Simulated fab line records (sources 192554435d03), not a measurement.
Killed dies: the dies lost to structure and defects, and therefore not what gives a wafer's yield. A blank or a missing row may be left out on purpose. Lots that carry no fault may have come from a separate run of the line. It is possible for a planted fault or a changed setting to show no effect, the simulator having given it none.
What tool caused it? :: flow n5 finfet :: 27 wafers from 9 lots sampled at 5 of the route's 1938 steps

WHAT THE GAUGES READ, wafer by wafer
N5_BEOL_M4_RC_MEAS_101.
lot: L434
measured: day 8 10:26
on: prober-01
DIBL_N (mV/V): 38.3 40.0 36.8
DIBL_P (mV/V): 38.3 40.5 37.0
IOFF_N (nA/um): 0.19 0.24 0.18
IOFF_P (nA/um): 0.26 0.31 0.24
IOFF_P_85C (nA/um): 4.3 5.0 4.1
IOFF_P_LIN (nA/um): 0.115 0.131 0.110
IOFF_P_LONG (nA/um): 0.000109 0.000111 0.00012
ION_N (uA/um): 684 685 685
ION_P (uA/um): 460 469 466
SS_N (mV/dec): 71.3 72.7 71.6
SS_P (mV/dec): 74.0 74.1 73.1
VT_N (mV): 246 244 247
VT_P (mV): -247 -242 -246
VT_P_LONG (mV): -274.1 -272.7 -270.6
VT_P_LVT (mV): -95 -92 -94

lot: L437
measured: day 9 02:31
on: prober-02
DIBL_N (mV/V): 37.4 34.8 35.5
DIBL_P (mV/V): 38.4 34.5 35.5
IOFF_N (nA/um): 0.18 0.13 0.15
IOFF_P (nA/um): 0.23 0.16 0.18
IOFF_P_85C (nA/um): 4.0 3.1 3.3
IOFF_P_LIN (nA/um): 0.106 0.086 0.092
IOFF_P_LONG (nA/um): 9.9e-05 0.000106 0.000107
ION_N (uA/um): 679 674 671
ION_P (uA/um): 467 461 458
SS_N (mV/dec): 71.6 70.8 70.8
SS_P (mV/dec): 74.6 73.0 73.6
VT_N (mV): 249 251 251
VT_P (mV): -246 -251 -253
VT_P_LONG (mV): -277.1 -277.4 -274.7
VT_P_LVT (mV): -93 -97 -96

lot: L443
measured: day 11 02:49
on: prober-01
DIBL_N (mV/V): 34.7 34.1 33.1
DIBL_P (mV/V): 35.4 35.4 34.1
IOFF_N (nA/um): 0.14 0.14 0.11
IOFF_P (nA/um): 0.00 0.00 0.00
IOFF_P_85C (nA/um): 0.1 0.1 0.1
IOFF_P_LIN (nA/um): 0.002 0.002 0.002
IOFF_P_LONG (nA/um): 4.5e-05 4.3e-05 4.5e-05
ION_N (uA/um): 669 676 649
ION_P (uA/um): 300 300 296
SS_N (mV/dec): 70.6 70.5 70.7
SS_P (mV/dec): 72.9 72.9 73.4
VT_N (mV): 253 250 256
VT_P (mV): -358 -353 -358
VT_P_LONG (mV): -378.4 -379.0 -381.5
VT_P_LVT (mV): -206 -205 -209

lot: L444
measured: day 11 02:02
on: prober-02
DIBL_N (mV/V): 34.1 35.5 35.3
DIBL_P (mV/V): 33.4 35.1 35.6
IOFF_N (nA/um): 0.13 0.15 0.15
IOFF_P (nA/um): 0.00 0.00 0.00
IOFF_P_85C (nA/um): 0.1 0.1 0.1
IOFF_P_LIN (nA/um): 0.002 0.002 0.002
IOFF_P_LONG (nA/um): 4.1e-05 4.4e-05 4.1e-05
ION_N (uA/um): 667 677 671
ION_P (uA/um): 292 298 296
SS_N (mV/dec): 70.7 71.3 71.5
SS_P (mV/dec): 72.5 73.8 73.5
VT_N (mV): 249 253 252
VT_P (mV): -362 -362 -364
VT_P_LONG (mV): -390.3 -383.6 -385.1
VT_P_LVT (mV): -209 -210 -210

lot: L445
measured: day 11 05:08
on: prober-02
DIBL_N (mV/V): 36.2 33.7 36.9
DIBL_P (mV/V): 37.0 33.3 37.8
IOFF_N (nA/um): 0.16 0.12 0.18
IOFF_P (nA/um): 0.00 0.00 0.00
IOFF_P_85C (nA/um): 0.1 0.1 0.1
IOFF_P_LIN (nA/um): 0.002 0.002 0.002
IOFF_P_LONG (nA/um): 4.8e-05 4.7e-05 4.5e-05
ION_N (uA/um): 672 665 673
ION_P (uA/um): 293 288 298
SS_N (mV/dec): 71.1 71.1 71.8
SS_P (mV/dec): 73.1 72.2 73.6
VT_N (mV): 247 252 248
VT_P (mV): -362 -361 -359
VT_P_LONG (mV): -388.5 -390.5 -386.3
VT_P_LVT (mV): -210 -210 -207

lot: L452
measured: day 12 22:44
on: prober-02
DIBL_N (mV/V): 36.8 36.7 37.9
DIBL_P (mV/V): 36.1 35.8 37.3
IOFF_N (nA/um): 0.13 0.15 0.15
IOFF_P (nA/um): 0.19 0.18 0.20
IOFF_P_85C (nA/um): 3.3 3.2 3.5
IOFF_P_LIN (nA/um): 0.087 0.085 0.093
IOFF_P_LONG (nA/um): 9.1e-05 9.2e-05 9e-05
ION_N (uA/um): 656 683 671
ION_P (uA/um): 448 457 461
SS_N (mV/dec): 71.4 71.7 71.1
SS_P (mV/dec): 72.4 72.7 73.7
VT_N (mV): 253 252 250
VT_P (mV): -255 -256 -252
VT_P_LONG (mV): -279.7 -281.0 -281.2
VT_P_LVT (mV): -100 -102 -100

lot: L453
measured: day 13 02:18
on: prober-02
DIBL_N (mV/V): 36.0 37.7 37.8
DIBL_P (mV/V): 35.2 37.2 37.0
IOFF_N (nA/um): 0.16 0.18 0.19
IOFF_P (nA/um): 0.22 0.24 0.25
IOFF_P_85C (nA/um): 3.8 4.2 4.3
IOFF_P_LIN (nA/um): 0.103 0.110 0.114
IOFF_P_LONG (nA/um): 0.000107 0.00011 0.000109
ION_N (uA/um): 677 697 692
ION_P (uA/um): 469 471 472
SS_N (mV/dec): 70.8 71.9 71.6
SS_P (mV/dec): 73.1 73.8 73.7
VT_N (mV): 249 247 248
VT_P (mV): -249 -246 -247
VT_P_LONG (mV): -275.6 -274.9 -273.7
VT_P_LVT (mV): -94 -93 -92

lot: L454
measured: day 13 07:38
on: prober-01
DIBL_N (mV/V): 38.3 37.1 36.5
DIBL_P (mV/V): 39.7 37.1 36.0
IOFF_N (nA/um): 0.20 0.18 0.17
IOFF_P (nA/um): 0.26 0.22 0.21
IOFF_P_85C (nA/um): 4.4 3.8 3.7
IOFF_P_LIN (nA/um): 0.115 0.102 0.099
IOFF_P_LONG (nA/um): 0.0001 9.6e-05 0.000101
ION_N (uA/um): 692 682 682
ION_P (uA/um): 470 466 466
SS_N (mV/dec): 71.9 71.8 71.2
SS_P (mV/dec): 74.3 74.0 73.5
VT_N (mV): 247 248 248
VT_P (mV): -247 -251 -250
VT_P_LONG (mV): -276.6 -276.3 -276.4
VT_P_LVT (mV): -98 -100 -100

lot: L455
measured: day 13 08:45
on: prober-02
DIBL_N (mV/V): 37.0 35.7 37.2
DIBL_P (mV/V): 35.9 34.2 37.3
IOFF_N (nA/um): 0.16 0.13 0.17
IOFF_P (nA/um): 0.21 0.19 0.23
IOFF_P_85C (nA/um): 3.7 3.4 4.0
IOFF_P_LIN (nA/um): 0.102 0.096 0.108
IOFF_P_LONG (nA/um): 0.000101 0.000108 0.000102
ION_N (uA/um): 680 666 684
ION_P (uA/um): 465 460 469
SS_N (mV/dec): 71.2 69.8 71.0
SS_P (mV/dec): 72.9 72.2 73.9
VT_N (mV): 249 254 249
VT_P (mV): -253 -250 -247
VT_P_LONG (mV): -276.2 -277.9 -275.4
VT_P_LVT (mV): -101 -100 -98

WHAT TOOL EACH LOT RAN ON (gives the tool, then ch and the chambers of the sampled wafers, and finally the start)
lot: L434
N5_HKMG_FIN_ETCH_55: rie diel-04 ch 0,1, day 4 11:52
N5_HKMG_FIN_STRIP_60: plasma asher-01 ch 0,1, day 4 12:39
N5_HKMG_FIN_PWFM_ALD_03: ald metal-04 ch 0,1,2, day 4 14:14
N5_HKMG_FIN_DESCUM_17: rie diel-06 ch 1,2,3, day 4 15:10

lot: L437
N5_HKMG_FIN_ETCH_55: rie diel-06 ch 2,3, day 5 05:25
N5_HKMG_FIN_STRIP_60: plasma asher-02 ch 0,1, day 5 06:19
N5_HKMG_FIN_PWFM_ALD_03: ald metal-02 ch 0,1,3, day 5 07:46
N5_HKMG_FIN_DESCUM_17: rie diel-06 ch 0,1, day 5 08:43

lot: L443
N5_HKMG_FIN_ETCH_55: rie diel-05 ch 0,1,3, day 6 22:13
N5_HKMG_FIN_STRIP_60: plasma asher-02 ch 0,1, day 6 23:07
N5_HKMG_FIN_PWFM_ALD_03: ald metal-04 ch 0,1,3, day 7 00:59
N5_HKMG_FIN_DESCUM_17: rie diel-05 ch 0,3, day 7 01:55

lot: L444
N5_HKMG_FIN_ETCH_55: rie diel-04 ch 0,2,3, day 7 02:07
N5_HKMG_FIN_STRIP_60: plasma asher-01 ch 0,1, day 7 02:55
N5_HKMG_FIN_PWFM_ALD_03: ald metal-01 ch 0,1,3, day 7 04:34
N5_HKMG_FIN_DESCUM_17: rie diel-04 ch 0,2,3, day 7 05:29

lot: L445
N5_HKMG_FIN_ETCH_55: rie diel-06 ch 0,1,2, day 7 12:15
N5_HKMG_FIN_STRIP_60: plasma asher-01 ch 0,1, day 7 13:02
N5_HKMG_FIN_PWFM_ALD_03: ald metal-02 ch 0,1, day 7 14:37
N5_HKMG_FIN_DESCUM_17: rie diel-05 ch 1,2,3, day 7 15:25

lot: L452
N5_HKMG_FIN_ETCH_55: rie diel-05 ch 1,2,3, day 9 04:54
N5_HKMG_FIN_STRIP_60: plasma asher-01 ch 0,1, day 9 05:43
N5_HKMG_FIN_PWFM_ALD_03: ald metal-01 ch 0,2, day 9 07:17
N5_HKMG_FIN_DESCUM_17: rie diel-05 ch 0,2, day 9 08:23

lot: L453
N5_HKMG_FIN_ETCH_55: rie diel-05 ch 0,2,3, day 9 07:01
N5_HKMG_FIN_STRIP_60: plasma asher-01 ch 0,1, day 9 07:51
N5_HKMG_FIN_PWFM_ALD_03: ald metal-04 ch 1,3, day 9 09:31
N5_HKMG_FIN_DESCUM_17: rie diel-05 ch 1,2, day 9 10:52

lot: L454
N5_HKMG_FIN_ETCH_55: rie diel-05 ch 0,2,3, day 9 16:08
N5_HKMG_FIN_STRIP_60: plasma asher-01 ch 0,1, day 9 17:05
N5_HKMG_FIN_PWFM_ALD_03: ald metal-04 ch 0,1, day 9 18:38
N5_HKMG_FIN_DESCUM_17: rie diel-05 ch 0,1,3, day 9 19:34

lot: L455
N5_HKMG_FIN_ETCH_55: rie diel-06 ch 0,2,3, day 9 20:40
N5_HKMG_FIN_STRIP_60: plasma asher-01 ch 0,1, day 9 21:30
N5_HKMG_FIN_PWFM_ALD_03: ald metal-02 ch 2,3, day 9 23:08
N5_HKMG_FIN_DESCUM_17: rie diel-04 ch 0,1,2, day 9 23:56
- N5_HKMG_FIN_ETCH_55: etches SOC in N2/H2, target depth 240 nm, time 300 s.
- N5_HKMG_FIN_STRIP_60: strips in N2/H2, time 360 s.
- N5_HKMG_FIN_PWFM_ALD_03: deposits TiN, target thk 2 nm, pulse time 1 s, purge time 3 s.
- N5_HKMG_FIN_DESCUM_17: chemistry O2, time 7.9 s.

AS READ BY THE TOOLS THEMSELVES (means over the sampled wafers that have a number; for cases with no such wafer, the mark the record gives instead)
N5_HKMG_FIN_ETCH_55.
lot: L434
tool: rie diel-04
drypump motor current A (A): 5.8
oes product au (a.u.): 0.73
rf vpp V (V): 524.9
showerhead plenum p Torr (Torr): 2.58
throttle valve pct (%): 17.91

lot: L437
tool: rie diel-06
drypump motor current A (A): 5.2
oes product au (a.u.): 0.74
rf vpp V (V): 523.0
showerhead plenum p Torr (Torr): 2.50
throttle valve pct (%): 18.11

lot: L443
tool: rie diel-05
drypump motor current A (A): 5.8
oes product au (a.u.): 0.79
rf vpp V (V): 523.7
showerhead plenum p Torr (Torr): 2.51
throttle valve pct (%): 17.84

lot: L444
tool: rie diel-04
drypump motor current A (A): 5.7
oes product au (a.u.): 0.78
rf vpp V (V): 523.5
showerhead plenum p Torr (Torr): 2.55
throttle valve pct (%): 17.95

lot: L445
tool: rie diel-06
drypump motor current A (A): 5.2
oes product au (a.u.): 0.74
rf vpp V (V): 522.4
showerhead plenum p Torr (Torr): 2.50
throttle valve pct (%): 18.00

lot: L452
tool: rie diel-05
drypump motor current A (A): 5.6
oes product au (a.u.): 0.79
rf vpp V (V): 523.4
showerhead plenum p Torr (Torr): 2.53
throttle valve pct (%): 17.77

lot: L453
tool: rie diel-05
drypump motor current A (A): 5.9
oes product au (a.u.): 0.76
rf vpp V (V): 525.3
showerhead plenum p Torr (Torr): 2.58
throttle valve pct (%): 17.90

lot: L454
tool: rie diel-05
drypump motor current A (A): 5.9
oes product au (a.u.): 0.75
rf vpp V (V): 524.8
showerhead plenum p Torr (Torr): 2.58
throttle valve pct (%): 17.90

lot: L455
tool: rie diel-06
drypump motor current A (A): 5.0
oes product au (a.u.): 0.81
rf vpp V (V): 524.2
showerhead plenum p Torr (Torr): 2.55
throttle valve pct (%): 17.90

N5_HKMG_FIN_STRIP_60.
lot: L434
tool: plasma asher-01
drypump motor current A (A): 5.8
heater power w (W): 533

lot: L437
tool: plasma asher-02
drypump motor current A (A): 6.0
heater power w (W): 501

lot: L443
tool: plasma asher-02
drypump motor current A (A): 6.4
heater power w (W): 512

lot: L444
tool: plasma asher-01
drypump motor current A (A): 5.8
heater power w (W): 535

lot: L445
tool: plasma asher-01
drypump motor current A (A): 5.8
heater power w (W): 515

lot: L452
tool: plasma asher-01
drypump motor current A (A): 5.8
heater power w (W): 533

lot: L453
tool: plasma asher-01
drypump motor current A (A): 5.8
heater power w (W): 540

lot: L454
tool: plasma asher-01
drypump motor current A (A): 5.8
heater power w (W): 537

lot: L455
tool: plasma asher-01
drypump motor current A (A): 5.8
heater power w (W): 514

N5_HKMG_FIN_PWFM_ALD_03.
lot: L434
tool: ald metal-04
chamber pressure Torr (Torr): 3.006
heater power w (W): 1018
precursor pulse height rel: 0.984

lot: L437
tool: ald metal-02
chamber pressure Torr (Torr): 3.001
heater power w (W): 879
precursor pulse height rel: 1.014

lot: L443
tool: ald metal-04
chamber pressure Torr (Torr): -
heater power w (W): -
precursor pulse height rel: -

lot: L444
tool: ald metal-01
chamber pressure Torr (Torr): -
heater power w (W): -
precursor pulse height rel: -

lot: L445
tool: ald metal-02
chamber pressure Torr (Torr): -
heater power w (W): -
precursor pulse height rel: -

lot: L452
tool: ald metal-01
chamber pressure Torr (Torr): 3.001
heater power w (W): 847
precursor pulse height rel: 1.003

lot: L453
tool: ald metal-04
chamber pressure Torr (Torr): 2.999
heater power w (W): 808
precursor pulse height rel: 1.020

lot: L454
tool: ald metal-04
chamber pressure Torr (Torr): 2.994
heater power w (W): 1002
precursor pulse height rel: 0.972

lot: L455
tool: ald metal-02
chamber pressure Torr (Torr): 2.996
heater power w (W): 926
precursor pulse height rel: 1.016

N5_HKMG_FIN_DESCUM_17.
lot: L434
tool: rie diel-06
drypump motor current A (A): 5.3
oes product au (a.u.): 0.73
rf vpp V (V): 241.5
showerhead plenum p Torr (Torr): 2.05
throttle valve pct (%): 20.64

lot: L437
tool: rie diel-06
drypump motor current A (A): 5.3
oes product au (a.u.): 0.76
rf vpp V (V): 243.1
showerhead plenum p Torr (Torr): 2.06
throttle valve pct (%): 20.61

lot: L443
tool: rie diel-05
drypump motor current A (A): 6.1
oes product au (a.u.): 0.75
rf vpp V (V): 243.2
showerhead plenum p Torr (Torr): 2.13
throttle valve pct (%): 20.59

lot: L444
tool: rie diel-04
drypump motor current A (A): 5.7
oes product au (a.u.): 0.77
rf vpp V (V): 243.5
showerhead plenum p Torr (Torr): 2.10
throttle valve pct (%): 20.52

lot: L445
tool: rie diel-05
drypump motor current A (A): 5.6
oes product au (a.u.): 0.83
rf vpp V (V): 243.6
showerhead plenum p Torr (Torr): 2.08
throttle valve pct (%): 20.25

lot: L452
tool: rie diel-05
drypump motor current A (A): 5.7
oes product au (a.u.): 0.79
rf vpp V (V): 244.3
showerhead plenum p Torr (Torr): 2.20
throttle valve pct (%): 20.53

lot: L453
tool: rie diel-05
drypump motor current A (A): 5.3
oes product au (a.u.): 0.86
rf vpp V (V): 244.2
showerhead plenum p Torr (Torr): 2.15
throttle valve pct (%): 20.20

lot: L454
tool: rie diel-05
drypump motor current A (A): 5.8
oes product au (a.u.): 0.77
rf vpp V (V): 242.4
showerhead plenum p Torr (Torr): 2.06
throttle valve pct (%): 20.45

lot: L455
tool: rie diel-04
drypump motor current A (A): 6.0
oes product au (a.u.): 0.75
rf vpp V (V): 242.7
showerhead plenum p Torr (Torr): 2.06
throttle valve pct (%): 20.44

THE ANSWER, worked out from the rows above alone
Rule: the lots themselves supply what counts as usual. The widest of any qualifying gaps counts: lots, ordered by their means at a reading, are off when they make up no more than a third of the lots, leave a main group of 4 or more, and stand apart from it by 3 or more times the standard deviation of that group's means. If all means in a main group match to the digits the tables above print for the reading, that group is not used. Also off: a lot with no number at a reading for which 4 or more lots have one. All remaining lots with rows at the step are treated as sound. First the gauges in route order, then the tools' own readings, where a lot's mean is used as printed above. The first step at which some lot is off is used, and at that step the reading that is off furthest; a lot without a number counts as furthest.
Off: at N5_BEOL_M4_RC_MEAS_101 (VT_P_LONG), L443, L444, L445. The main group: mean -276.2 mV, standard deviation 2.4.
If a tool, at a process step before that reading, ran all the lots that are off and no sound lot after the first of them, it fits. Not tried: the gauges at N5_BEOL_M4_RC_MEAS_101; whatever is off there is also off at N5_HKMG_FIN_PWFM_ALD_03, on other tools, and gauge error can't account for it. Not one of the candidates tried fits.

WHAT HAD BEEN PUT IN BY THE SIMULATOR
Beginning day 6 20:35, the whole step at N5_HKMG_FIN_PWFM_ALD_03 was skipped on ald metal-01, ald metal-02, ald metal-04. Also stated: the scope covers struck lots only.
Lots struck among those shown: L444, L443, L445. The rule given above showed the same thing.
